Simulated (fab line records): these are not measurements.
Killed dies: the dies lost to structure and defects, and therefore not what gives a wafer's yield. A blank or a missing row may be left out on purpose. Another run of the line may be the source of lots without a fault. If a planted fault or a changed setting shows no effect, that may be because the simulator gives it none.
Chamber matching :: flow n5_finfet :: N5_HKMG_FIN_ALD_21 on ald_metal-01 has 4 sister chambers
The step deposits TiN, target thk 1.5 nm, pulse time 1 s, purge time 3 s. 16 wafers are shown with their chamber, then 8 later ones without.

## WAFERS WITH THEIR CHAMBER
wafer: L078.1
chamber: 1
heater_power_w (W): 837
precursor_pulse_height_rel: 0.988

wafer: L078.3
chamber: 3
heater_power_w (W): 910
precursor_pulse_height_rel: 0.982

wafer: L078.6
chamber: 0
heater_power_w (W): 1095
precursor_pulse_height_rel: 0.996

wafer: L080.1
chamber: 3
heater_power_w (W): 892
precursor_pulse_height_rel: 1.026

wafer: L080.3
chamber: 1
heater_power_w (W): 836
precursor_pulse_height_rel: 0.993

wafer: L080.5
chamber: 2
heater_power_w (W): 997
precursor_pulse_height_rel: 0.967

wafer: L081.2
chamber: 0
heater_power_w (W): 1064
precursor_pulse_height_rel: 0.976

wafer: L081.4
chamber: 2
heater_power_w (W): 978
precursor_pulse_height_rel: 1.005

wafer: L081.6
chamber: 0
heater_power_w (W): 1082
precursor_pulse_height_rel: 0.969

wafer: L083.2
chamber: 2
heater_power_w (W): 996
precursor_pulse_height_rel: 0.980

wafer: L083.4
chamber: 3
heater_power_w (W): 888
precursor_pulse_height_rel: 0.981

wafer: L083.6
chamber: 1
heater_power_w (W): 831
precursor_pulse_height_rel: 1.012

wafer: L084.1
chamber: 0
heater_power_w (W): 1068
precursor_pulse_height_rel: 0.979

wafer: L084.4
chamber: 2
heater_power_w (W): 984
precursor_pulse_height_rel: 1.041

wafer: L084.6
chamber: 2
heater_power_w (W): 985
precursor_pulse_height_rel: 1.006

wafer: L086.2
chamber: 1
heater_power_w (W): 850
precursor_pulse_height_rel: 1.041

SIGNATURES (averages over the wafers above)
reading: heater_power_w
chamber 0: 1077.25
chamber 1: 838.50
chamber 2: 988.00
chamber 3: 896.67
scatter within a chamber: 10.6

reading: precursor_pulse_height_rel
chamber 0: 0.98000
chamber 1: 1.00850
chamber 2: 0.99980
chamber 3: 0.99633
scatter within a chamber: 0.0236
Rule: for each reading, subtract the chamber's mean from the wafer's reading, divide by that reading's scatter and square the result; add these up over the readings and take the root, which gives the wafer's distance from the chamber. If the next closest chamber is less than 2 further off than the closest, the wafer can't be placed; otherwise it belongs to the closest. The scatter: take each reading less its chamber's mean, square it, sum over the shown wafers, divide by the number of wafers less the number of chambers, and take the root.

## WAFERS MISSING THEIR CHAMBER
wafer: L086.5
heater_power_w (W): 882
precursor_pulse_height_rel: 1.005

wafer: L086.6
heater_power_w (W): 814
precursor_pulse_height_rel: 0.973

wafer: L087.1
heater_power_w (W): 874
precursor_pulse_height_rel: 1.027

wafer: L087.2
heater_power_w (W): 829
precursor_pulse_height_rel: 0.992

wafer: L087.6
heater_power_w (W): 1070
precursor_pulse_height_rel: 0.996

wafer: L089.3
heater_power_w (W): 1088
precursor_pulse_height_rel: 1.003

wafer: L089.4
heater_power_w (W): 1006
precursor_pulse_height_rel: 1.022

wafer: L089.5
heater_power_w (W): 994
precursor_pulse_height_rel: 1.011

## THE CHAMBER EACH PASSED THROUGH
wafer: L086.5
from the rows above: 3
in truth: 3

wafer: L086.6
from the rows above: 1
in truth: 1

wafer: L087.1
from the rows above: can't be placed: 3 or 1
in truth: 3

wafer: L087.2
from the rows above: 1
in truth: 1

wafer: L087.6
from the rows above: 0
in truth: 0

wafer: L089.3
from the rows above: 0
in truth: 0

wafer: L089.4
from the rows above: 2
in truth: 2

wafer: L089.5
from the rows above: 2
in truth: 2
Correctly placed: 7 of 8. Can't be placed from these rows: 1 (the true chamber is among the candidates in 1). 0 placed wrongly.
